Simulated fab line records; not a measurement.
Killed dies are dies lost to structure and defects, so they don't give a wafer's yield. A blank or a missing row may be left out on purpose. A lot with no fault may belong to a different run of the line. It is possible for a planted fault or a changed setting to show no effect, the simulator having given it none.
fab line records | flow n5-finfet | part 2 of 2: steps 16 to 27 of 27
record: lots: 5 | wafers: 15 | last-day: 22
route steps=1938 shown BEOL_M2@881
lots that met no fault: taken from a fault-free run of the same line
start-h: hours from the record's first day to the start of the lot's first wafer shown | wait-h: hours elapsed since this lot's preceding step | " identical to the entry in the row above | L1.1+2: a row that stands for several wafers | - no value, or no start given | * or withheld: withheld | < > ~ a bound
route shown NAME@n: names a module that has steps shown in the file, with the first one's number in the route | usual: average and standard deviation across the fault-free wafers | same: alike in all rows | chamber/n: place in a boat | sites: each site's reading | _std_site: how widely they spread, as a standard deviation | _edge_site: mean of outer sites minus mean of inner sites | radius-mm: how far each site lies from the wafer's centre | mask NAME#n: copy n | behind: the last tool/chamber to shape the wafer | hold: the reason the lot was held/the length of the hold in hours/how it ended | device: the n, p or np transistor that did not switch | end of line: tests run on the same wafers once the route is complete | a step with no rows: only its recipe | killed: dies that structure and defects cost at the first sort, which is not the same as the wafer's yield | map: a wafer's dies, marking killed ones x, the rest . and places with no die _
set.NAME: setting as actually run; set.NAME@STEP: the setting as run at that earlier step | model.NAME: the simulator's own value behind a step, which no gauge read
certain route steps with their lots: each step a table, each wafer a row
services: from which hour (start-h, from the record's first day; less than 0 if before it) a tool's chamber was out of use, for how many hours, and why
== steps ==
step: N5_BEOL_M2_PRECLEAN_42
recipe: chemistry: residue-remover | time-s: 60 | temp-c: 40
lot.wafer  | tool         | chamber | start-h | wait-h
L077.1+4+5 | wet-bench-03 | 6,4,1   | 246.96  | 0.0
L074.1+3+6 | wet-bench-01 | 1,3,2   | 258.21  | 0.0
L076.1+3+5 | wet-bench-03 | 5,7,2   | 268.05  | 0.0
L081.1+4+6 | wet-bench-05 | 6,5,4   | 283.17  | 0.0
L090.1+3+4 | wet-bench-05 | 6,3,4   | 312.33  | 0.0
step: N5_BEOL_M2_SRD_43
recipe: time-s: 30 | temp-c: 23 | rinse-liquid: diw | dry: ipa-marangoni
lot.wafer  | tool         | chamber | start-h | wait-h
L077.1+4+5 | wet-bench-03 | 6,4,1   | 246.97  | 0.0
L074.1+3+6 | wet-bench-01 | 1,3,2   | 258.23  | 0.0
L076.1+3+5 | wet-bench-03 | 5,7,2   | 268.06  | 0.0
L081.1+4+6 | wet-bench-05 | 6,5,4   | 283.19  | 0.0
L090.1+3+4 | wet-bench-05 | 6,3,4   | 312.36  | 0.0
step: N5_BEOL_M2_CD_MEAS_35
recipe: target-cd-nm: 18 | target-cd-y-nm: 22.2 | polarity: opening
usual: cd-nm: 18.0/0.36
lot.wafer | tool      | chamber | start-h | wait-h | cd-nm
L077.1    | cd-sem-03 | -       | 247.01  | 0.0    | 18.4
L077.4    | "         | -       | "       | "      | 18.3
L077.5    | "         | -       | "       | "      | 18.3
L074.1    | cd-sem-01 | -       | 258.27  | 0.0    | 17.4
L074.3    | "         | -       | "       | "      | 17.7
L074.6    | "         | -       | "       | "      | 17.2
L076.1    | cd-sem-02 | -       | 268.10  | 0.0    | 18.4
L076.3    | "         | -       | "       | "      | 18.2
L076.5    | "         | -       | "       | "      | 18.0
L081.1    | cd-sem-03 | -       | 283.23  | 0.0    | 18.5
L081.4    | "         | -       | "       | "      | 18.3
L081.6    | "         | -       | "       | "      | 17.9
L090.1    | cd-sem-01 | -       | 312.42  | 0.0    | 17.9
L090.3    | "         | -       | "       | "      | 17.7
L090.4    | "         | -       | "       | "      | 18.0
step: N5_BEOL_M2_DEGAS_44
recipe: ambient: vacuum | temp-c: 250 | time-s: 60
usual: heater-power-w: 333/29
lot.wafer | tool           | chamber | start-h | wait-h | heater-power-w
L077.1    | pvd-sputter-03 | -       | 247.24  | 0.2    | 293
L077.4    | "              | -       | "       | "      | 326
L077.5    | "              | -       | "       | "      | 342
L074.1    | pvd-sputter-01 | -       | 258.69  | 0.4    | 338
L074.3    | "              | -       | "       | "      | 331
L074.6    | "              | -       | "       | "      | 330
L076.1    | pvd-sputter-03 | -       | 268.56  | 0.4    | 347
L076.3    | "              | -       | "       | "      | 287
L076.5    | "              | -       | "       | "      | 289
L081.1    | pvd-sputter-03 | -       | 284.00  | 0.8    | 359
L081.4    | "              | -       | "       | "      | 292
L081.6    | "              | -       | "       | "      | 292
L090.1    | pvd-sputter-01 | -       | 312.70  | 0.3    | 345
L090.3    | "              | -       | "       | "      | 378
L090.4    | "              | -       | "       | "      | 344
step: N5_BEOL_M2_PRE_CLEAN_45
recipe: gas: H2/He | time-s: 30 | temp-c: 250
usual: heater-power-w: 333/29
lot.wafer | tool           | chamber | start-h | wait-h | heater-power-w
L077.1    | pvd-sputter-03 | -       | 247.28  | 0.0    | 286
L077.4    | "              | -       | "       | "      | 332
L077.5    | "              | -       | "       | "      | 354
L074.1    | pvd-sputter-01 | -       | 258.73  | 0.0    | 339
L074.3    | "              | -       | "       | "      | 339
L074.6    | "              | -       | "       | "      | 346
L076.1    | pvd-sputter-03 | -       | 268.60  | 0.0    | 346
L076.3    | "              | -       | "       | "      | 292
L076.5    | "              | -       | "       | "      | 284
L081.1    | pvd-sputter-03 | -       | 284.04  | 0.0    | 342
L081.4    | "              | -       | "       | "      | 289
L081.6    | "              | -       | "       | "      | 289
L090.1    | pvd-sputter-01 | -       | 312.74  | 0.0    | 341
L090.3    | "              | -       | "       | "      | 379
L090.4    | "              | -       | "       | "      | 335
step: N5_BEOL_M2_ALD_84
recipe: material: TaN | target-thk-a: * | temp-c: 275 | ald-precursor-family: PDMAT | ald-co-reactant: NH3 | pressure-torr: 3 | carrier-flow-sccm: 1500 | pulse-time-s: 2 | purge-time-s: 3 | co-reactant-purge-time-s: 2 | co-reactant-pulse-time-s: 3 | ald-cycles: 30 | precursor-vessel-temp-c: 75 | precursor-vessel-pressure-torr: 26.25 | precursor-vessel-carrier-sccm: 1000
usual: heater-power-w: 401/29
lot.wafer | tool         | chamber | start-h | wait-h | heater-power-w
L077.1    | ald-metal-02 | 3       | 247.38  | 0.1    | 420
L077.4    | "            | 1       | "       | "      | 371
L077.5    | "            | 2       | "       | "      | 401
L074.1    | ald-metal-04 | 1       | 258.79  | 0.0    | 373
L074.3    | "            | 3       | "       | "      | 402
L074.6    | "            | 2       | "       | "      | 393
L076.1    | ald-metal-01 | 0       | 268.68  | 0.1    | 401
L076.3    | "            | 1       | "       | "      | 405
L076.5    | "            | 3       | "       | "      | 449
L081.1    | ald-metal-01 | 2       | 284.16  | 0.1    | 421
L081.4    | "            | 3       | "       | "      | 456
L081.6    | "            | 1       | "       | "      | 403
L090.1    | ald-metal-04 | 2       | 312.94  | 0.2    | 401
L090.3    | "            | 0       | "       | "      | 324
L090.4    | "            | 1       | "       | "      | 372
step: N5_BEOL_M2_SURFACE_TREAT_85
recipe: gas: Ar | time-s: * | ion-energy-ev: * | ion-current-ma-cm2: 0.5 | pressure-mtorr: * | ar-flow-sccm: 30
usual: throttle-valve-pct: *
lot.wafer | tool           | chamber | start-h | wait-h | throttle-valve-pct
L077.1    | pvd-sputter-03 | -       | 247.64  | 0.1    | *
L077.4    | "              | -       | "       | "      | *
L077.5    | "              | -       | "       | "      | *
L074.1    | pvd-sputter-02 | -       | 259.07  | 0.2    | *
L074.3    | "              | -       | "       | "      | *
L074.6    | "              | -       | "       | "      | *
L076.1    | pvd-sputter-01 | -       | 269.03  | 0.3    | *
L076.3    | "              | -       | "       | "      | *
L076.5    | "              | -       | "       | "      | *
L081.1    | pvd-sputter-03 | -       | 284.40  | 0.1    | *
L081.4    | "              | -       | "       | "      | *
L081.6    | "              | -       | "       | "      | *
L090.1    | pvd-sputter-03 | -       | 313.20  | 0.2    | *
L090.3    | "              | -       | "       | "      | *
L090.4    | "              | -       | "       | "      | *
step: N5_BEOL_M2_CVD_47
recipe: material: Co | target-thk-a: 30 | temp-c: withheld | precursor: CCTBA/H2 | pressure-torr: 30 | time-s: 223.8
lot.wafer  | tool      | chamber | start-h | wait-h
L077.1+4+5 | cvd-co-01 | 0,1,2   | 247.80  | 0.1
L074.1+3+6 | cvd-co-02 | 1,2,1   | 259.15  | 0.1
L076.1+3+5 | cvd-co-01 | 2,1,1   | 269.12  | 0.1
L081.1+4+6 | cvd-co-02 | 1,2,0   | 284.69  | 0.3
L090.1+3+4 | cvd-co-01 | 1,2,0   | 313.38  | 0.2
step: N5_BEOL_M2_SPUTTER_48
recipe: material: Cu | target-thk-a: 45 | temp-c: -20 | chamber-pressure-pa: 0.07 | power-w: withheld | time-s: 8.29
usual: throttle-valve-pct: 29.7/1.2
lot.wafer | tool           | chamber | start-h | wait-h | throttle-valve-pct
L077.1    | pvd-sputter-02 | -       | 249.70  | 1.8    | 30.3
L077.4    | "              | -       | "       | "      | 29.8
L077.5    | "              | -       | "       | "      | 30.2
L074.1    | pvd-sputter-02 | -       | 259.51  | 0.3    | 31.1
L074.3    | "              | -       | "       | "      | 30.2
L074.6    | "              | -       | "       | "      | 31.3
L076.1    | pvd-sputter-02 | -       | 269.57  | 0.4    | 31.2
L076.3    | "              | -       | "       | "      | 30.2
L076.5    | "              | -       | "       | "      | 30.0
L081.1    | pvd-sputter-03 | -       | 284.90  | 0.1    | 29.9
L081.4    | "              | -       | "       | "      | 29.7
L081.6    | "              | -       | "       | "      | 29.7
L090.1    | pvd-sputter-02 | -       | 313.57  | 0.1    | 30.2
L090.3    | "              | -       | "       | "      | 31.5
L090.4    | "              | -       | "       | "      | 31.2
step: N5_BEOL_M2_ANNEAL_49
recipe: temp-c: 400 | time-s: 240 | ambient: vacuum
usual: heater-power-w: 843/68
lot.wafer | tool           | chamber | start-h | wait-h | heater-power-w
L077.1    | pvd-sputter-02 | -       | 249.78  | 0.0    | 852
L077.4    | "              | -       | "       | "      | 772
L077.5    | "              | -       | "       | "      | 761
L074.1    | pvd-sputter-02 | -       | 259.59  | 0.0    | 908
L074.3    | "              | -       | "       | "      | 746
L074.6    | "              | -       | "       | "      | 918
L076.1    | pvd-sputter-02 | -       | 269.65  | 0.0    | 885
L076.3    | "              | -       | "       | "      | 855
L076.5    | "              | -       | "       | "      | 827
L081.1    | pvd-sputter-03 | -       | 284.98  | 0.0    | 715
L081.4    | "              | -       | "       | "      | 868
L081.6    | "              | -       | "       | "      | 725
L090.1    | pvd-sputter-02 | -       | 313.65  | 0.0    | 840
L090.3    | "              | -       | "       | "      | 901
L090.4    | "              | -       | "       | "      | 933
step: N5_BEOL_M2_SPUTTER_79
recipe: material: Cu | target-thk-a: 45 | temp-c: -20 | chamber-pressure-pa: 0.07 | power-w: withheld | time-s: 8.29
usual: throttle-valve-pct: 29.7/1.2
lot.wafer | tool           | chamber | start-h | wait-h | throttle-valve-pct
L077.1    | pvd-sputter-02 | -       | 249.92  | 0.1    | 30.3
L077.4    | "              | -       | "       | "      | 30.1
L077.5    | "              | -       | "       | "      | 30.1
L074.1    | pvd-sputter-02 | -       | 259.73  | 0.1    | 31.3
L074.3    | "              | -       | "       | "      | 30.3
L074.6    | "              | -       | "       | "      | 31.2
L076.1    | pvd-sputter-02 | -       | 269.79  | 0.1    | 31.5
L076.3    | "              | -       | "       | "      | 30.4
L076.5    | "              | -       | "       | "      | 30.2
L081.1    | pvd-sputter-03 | -       | 285.12  | 0.1    | 29.7
L081.4    | "              | -       | "       | "      | 29.9
L081.6    | "              | -       | "       | "      | 29.9
L090.1    | pvd-sputter-02 | -       | 313.79  | 0.1    | 30.5
L090.3    | "              | -       | "       | "      | 31.4
L090.4    | "              | -       | "       | "      | 31.1
step: N5_BEOL_M2_ANNEAL_80
recipe: temp-c: 400 | time-s: 240 | ambient: vacuum
usual: heater-power-w: 842/70
lot.wafer | tool           | chamber | start-h | wait-h | heater-power-w
L077.1    | pvd-sputter-02 | -       | 250.00  | 0.0    | 855
L077.4    | "              | -       | "       | "      | 758
L077.5    | "              | -       | "       | "      | 740
L074.1    | pvd-sputter-02 | -       | 259.81  | 0.0    | 881
L074.3    | "              | -       | "       | "      | 773
L074.6    | "              | -       | "       | "      | 912
L076.1    | pvd-sputter-02 | -       | 269.87  | 0.0    | 916
L076.3    | "              | -       | "       | "      | 815
L076.5    | "              | -       | "       | "      | 842
L081.1    | pvd-sputter-03 | -       | 285.20  | 0.0    | 724
L081.4    | "              | -       | "       | "      | 888
L081.6    | "              | -       | "       | "      | 732
L090.1    | pvd-sputter-02 | -       | 313.87  | 0.0    | 832
L090.3    | "              | -       | "       | "      | 936
L090.4    | "              | -       | "       | "      | 903
== services ==
tool           | chamber | start-h | hours | kind
cvd-co-02      | -       | 197.93  | 0.2   | repair
ald-sin-03     | -       | 223.89  | 0.9   | repair
ald-sin-03     | 3       | 229.60  | 20.0  | repair
ald-sin-03     | -       | 237.11  | 0.4   | repair
rie-diel-03    | -       | 242.91  | 2.8   | pm
pvd-sputter-01 | -       | 243.28  | 2.7   | repair
ald-sin-04     | -       | 246.22  | 0.3   | repair
rie-diel-02    | 2       | 248.45  | 4.3   | repair
cvd-co-02      | -       | 252.52  | 0.7   | repair
wet-bench-01   | -       | 256.53  | 0.5   | repair
ald-sin-04     | -       | 264.57  | 21.7  | repair
rie-diel-03    | 3       | 265.72  | -     | clean
rie-diel-03    | 3       | 265.72  | -     | consumable-replace:focus-ring
rie-diel-03    | 3       | 265.72  | -     | consumable-replace:showerhead
rie-diel-03    | 3       | 265.72  | 20.1  | scheduled-down
rie-diel-03    | 3       | 265.72  | 20.1  | vent-cycle
cvd-co-02      | -       | 286.98  | 3.0   | repair
ald-sin-03     | 2       | 288.21  | 4.4   | repair
